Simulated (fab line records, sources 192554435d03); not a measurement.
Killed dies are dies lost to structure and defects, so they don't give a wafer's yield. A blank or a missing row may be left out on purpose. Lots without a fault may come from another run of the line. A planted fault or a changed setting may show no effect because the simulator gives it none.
Problem report in the 8D (eight disciplines) form, filled by code | flow n5_finfet | the parts of the form that need people (team, actions taken, sign-off) are left out

1. THE PROBLEM
M8_THK at N5_BEOL_M8_THK_MEAS_53 reads a mean of 182.6 nm on 2 wafers of 2 lots; wafers without a fault read 80.2 nm with a standard deviation of 2.2. That is +47 standard deviations from the usual mean.
The step: measures by xrf.
First seen on wafer L566.6, day 14 23:40, on film_metro-01. The record holds 26 wafers of 9 lots with a number at this step. Rule for "out", or "out of limits": more than 4 standard deviations from the usual mean. The other wafers with a number count as sound.

2. WHAT IT IS AND WHAT IT IS NOT
question                    | is                           | is not
which readings at this step | M8_THK                       | -
which lots                  | L566, L568                   | L550, L553, L555, L556, L558, L572, L573
which wafers of those lots  | L566.6, L568.3               | L566.4, L568.2, L568.5
read on which gauges        | film_metro-01, film_metro-02 | -
when                        | from day 14 23:40            | up to then (16 sound wafers); but 8 sound wafers of L568, L572, L573 came after

3. SUSPECTS, AND WHAT RULES EACH OUT
Counting: a tool at a process step up to the reading stays a suspect if it ran every lot that is out. Sound lots after the first of them don't rule it out here, since some wafers of a struck lot are sound.
- the gauge at N5_BEOL_M8_THK_MEAS_53: ruled out. The wafers that are out were read on 2 gauges (film_metro-01, film_metro-02).
- cmp-03 at N5_BEOL_M8_CMP_52 (polishes, stops on SiCOH lowk, t overpolish 6.9 s, target thk 80 nm): kept. It ran every lot that is out, first L566 (day 14 23:22); its last sound lot up to then is L556 (day 12 20:34). Its own readings are out on those wafers: barrier_field_endpoint_s, overpolish_run_s, time_to_endpoint_s.
Left after counting: cmp-03 at N5_BEOL_M8_CMP_52.

4. THE CAUSE (what the simulator had put in)
Process parameter drift: cmp-03, from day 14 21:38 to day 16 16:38, at N5_BEOL_M8_CMP_52. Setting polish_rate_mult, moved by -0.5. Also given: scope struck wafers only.
Counting left only this tool.

5. THE CHAIN OF EFFECTS, in route order
Each row: a reading whose mean over the struck wafers that have a number lies more than 3 standard deviations from the usual. Only readings for which the record gives a usual standard deviation are gone through. hours: the time from each lot's start at the first step in this table that gives one to its start at this step, as a median over the lots. sigmas: the change in usual standard deviations.
hours | step                    | reading                  | usual   | on struck wafers | change | sigmas
0     | N5_BEOL_M8_CMP_52       | barrier_field_endpoint_s | 28.9 s  | 46.9             | +18.0  | +22
0     | N5_BEOL_M8_CMP_52       | overpolish_run_s         | 6.900 s | 0.037            | -6.863 | -99 or more
0     | N5_BEOL_M8_CMP_52       | time_to_endpoint_s       | 61 s    | 81               | +20    | +6.1
0     | N5_BEOL_M8_THK_MEAS_53  | M8_THK                   | 80.2 nm | 182.6            | +102.4 | +47
0     | N5_BEOL_M8_INSPECT_58   | raw_defect_count         | 67      | 1078             | +1011  | +56
70    | N5_PASSIVATION_PROBE_49 | defect_limited_yield     | 91.0 %  | 0.0              | -91.0  | -65
70    | N5_PASSIVATION_PROBE_49 | killed_at_M4_up          | 14      | 1100             | +1086  | +99 or more
70    | N5_PASSIVATION_PROBE_49 | killed_dies              | 106     | 1180             | +1074  | +63
70    | N5_PASSIVATION_PROBE_49 | killed_on_rim            | 14      | 152              | +138   | +36
70    | N5_PASSIVATION_PROBE_49 | sort_n_pass              | 1074    | 0                | -1074  | -63
70    | N5_PASSIVATION_PROBE_49 | sort_yield_pct           | 91.0 %  | 0.0              | -91.0  | -65
The process steps in it:
- N5_BEOL_M8_CMP_52: polishes, stops on SiCOH lowk, t overpolish 6.9 s, target thk 80 nm.
- N5_PASSIVATION_PROBE_49

6. WHAT WOULD HAVE CAUGHT IT SOONER
In this record the first reading out of limits at a measuring or inspecting step was taken at day 14 23:40, 2 hours after the fault began at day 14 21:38.
The tool's own readings at N5_BEOL_M8_CMP_52 were out on every struck wafer that the step has a row for (barrier_field_endpoint_s, overpolish_run_s, time_to_endpoint_s): an alarm limit on them would have fired on the first of those.
Of the lots that are out (2), L568 began N5_BEOL_M8_CMP_52 on cmp-03 after day 14 23:40. A hold on the tool at that time would have spared it.
